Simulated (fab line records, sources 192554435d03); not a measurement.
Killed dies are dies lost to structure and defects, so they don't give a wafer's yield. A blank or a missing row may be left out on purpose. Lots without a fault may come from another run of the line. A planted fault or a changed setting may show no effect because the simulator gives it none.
Split-lot experiment | flow n5_finfet | 7 lots, 39 wafers read, on a route of 1938 steps

THE SPLIT
At N5_GATE_CUT_ETCH_56 (etches TiN in Cl2/Ar, target depth 21.6 nm), the setting target_depth_a was moved away from the recipe's 216 angstrom on 15 of the 39 wafers read, by -12.7% to +12.6%. The other wafers ran this setting at the recipe's value.

The reading is taken at the split's own step.

THE READING
etch.depth_nm (the simulator's own value, which no gauge read), in nm, at N5_GATE_CUT_ETCH_56 (etches TiN in Cl2/Ar, target depth 21.6 nm). The file gives no usual value for it. The 24 wafers here that ran the recipe average 21.52 nm, standard deviation 0.19 nm.

wafer  | tool, chamber at the split | target_depth_a as run, angstrom | against the recipe | etch.depth_nm, nm | against lot-mates on the recipe
L075.1 | rie_metal-02, 1            | 188.7                           | -12.6%             | 18.74             | -2.78
L075.2 | rie_metal-02, 0            | 188.7                           | -12.6%             | 18.91             | -2.61
L075.3 | rie_metal-02, 0            | 216                             | recipe             | 21.7              | -
L075.4 | rie_metal-02, 1            | 216                             | recipe             | 21.37             | -
L075.5 | rie_metal-02, 1            | 188.7                           | -12.6%             | 18.81             | -2.71
L075.6 | rie_metal-02, 0            | 216                             | recipe             | 21.49             | -
L079.1 | rie_metal-02, 0            | 216                             | recipe             | 21.42             | -
L079.3 | rie_metal-02, 0            | 216                             | recipe             | 21.42             | -
L079.2 | rie_metal-02, 1            | 216                             | recipe             | 21.37             | -
L079.4 | rie_metal-02, 1            | 216                             | recipe             | 21.34             | -
L079.5 | rie_metal-02, 0            | 216                             | recipe             | 21.77             | -
L079.6 | rie_metal-02, 1            | 216                             | recipe             | 21.25             | -
L084.1 | rie_metal-01, 1            | 190.5                           | -11.8%             | 19.06             | -2.44
L084.2 | rie_metal-01, 0            | 216                             | recipe             | 21.61             | -
L084.3 | rie_metal-01, 1            | 216                             | recipe             | 21.34             | -
L084.4 | rie_metal-01, 0            | 190.5                           | -11.8%             | 18.99             | -2.51
L084.5 | rie_metal-01, 1            | 190.5                           | -11.8%             | 18.95             | -2.55
L084.6 | rie_metal-01, 0            | 216                             | recipe             | 21.55             | -
L088.1 | rie_metal-01, 1            | 216                             | recipe             | 21.47             | -
L088.2 | rie_metal-01, 0            | 243.3                           | +12.6%             | 24.17             | +2.79
L088.3 | rie_metal-01, 0            | 216                             | recipe             | 21.42             | -
L088.4 | rie_metal-01, 1            | 243.3                           | +12.6%             | 24.09             | +2.71
L088.5 | rie_metal-01, 0            | 216                             | recipe             | 21.24             | -
L088.6 | rie_metal-01, 1            | 243.3                           | +12.6%             | 24.36             | +2.98
L090.1 | rie_metal-02, 0            | 216                             | recipe             | 21.95             | -
L090.2 | rie_metal-02, 1            | 216                             | recipe             | 21.77             | -
L090.3 | rie_metal-02, 0            | 216                             | recipe             | 21.83             | -
L090.4 | rie_metal-02, 1            | 188.6                           | -12.7%             | 18.98             | -2.87
L090.5 | rie_metal-02, 0            | 188.6                           | -12.7%             | 18.94             | -2.91
L090.6 | rie_metal-02, 1            | 188.6                           | -12.7%             | 18.99             | -2.86
L093.1 | rie_metal-01, 0            | 228.2                           | +5.6%              | 22.61             | +1.22
L093.2 | rie_metal-01, 1            | 228.2                           | +5.6%              | 22.58             | +1.19
L093.3 | rie_metal-01, 0            | 228.2                           | +5.6%              | 22.81             | +1.42
L093.4 | rie_metal-01, 1            | 216                             | recipe             | 21.36             | -
L093.5 | rie_metal-01, 1            | 216                             | recipe             | 21.46             | -
L093.6 | rie_metal-01, 0            | 216                             | recipe             | 21.35             | -
L097.1 | rie_metal-01, 1            | 216                             | recipe             | 21.67             | -
L097.2 | rie_metal-01, 0            | 216                             | recipe             | 21.63             | -
L097.5 | rie_metal-01, 0            | 216                             | recipe             | 21.65             | -

THE FIT
A straight line over all 39 wafers: etch.depth_nm changes by +0.21 nm for each +1% of target_depth_a; r = +0.99; the points scatter about the line by 0.16 nm.
The same after taking each lot's own level away (the mean of its wafers on the recipe; 39 wafers): +0.22 nm for each +1%; r = +1.00; scatter 0.11 nm.
On that fit, the largest move of target_depth_a shifts the reading by 2.8 nm.
The lots' own levels span 21.377 to 21.850 nm, that is 2.5 times the standard deviation above.
So the lot-to-lot level changes the slope little: the two slopes agree.
Check: with one of the wafers moved furthest among these (-12.7%) left out of the fit, the line predicts -2.77 nm for it against its lot-mates. It came out at -2.87 nm against them.

OTHER SPLITS ON THESE WAFERS
These wafers also went through other splits before the reading. Each is held against what the fit with the lots' levels taken away leaves over:
other split on the same wafers       | wafers away from the commonest value | r with etch.depth_nm (lot level and that fit taken away)
N5_DUMMY_GATE_EXPOSE_12 dose_mj      | 18                                   | +0.02
N5_DUMMY_GATE_ETCH_31 target_depth_a | 9                                    | -0.02
N5_DUMMY_GATE_ETCH_42 bias_w         | 12                                   | -0.03
N5_HKMG_FIN_ETCH_32 target_depth_a   | 15                                   | +0.07

THE FILE'S OWN FIT
etch.depth_nm changes by +0.22 nm for each +1% of target_depth_a, r = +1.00.
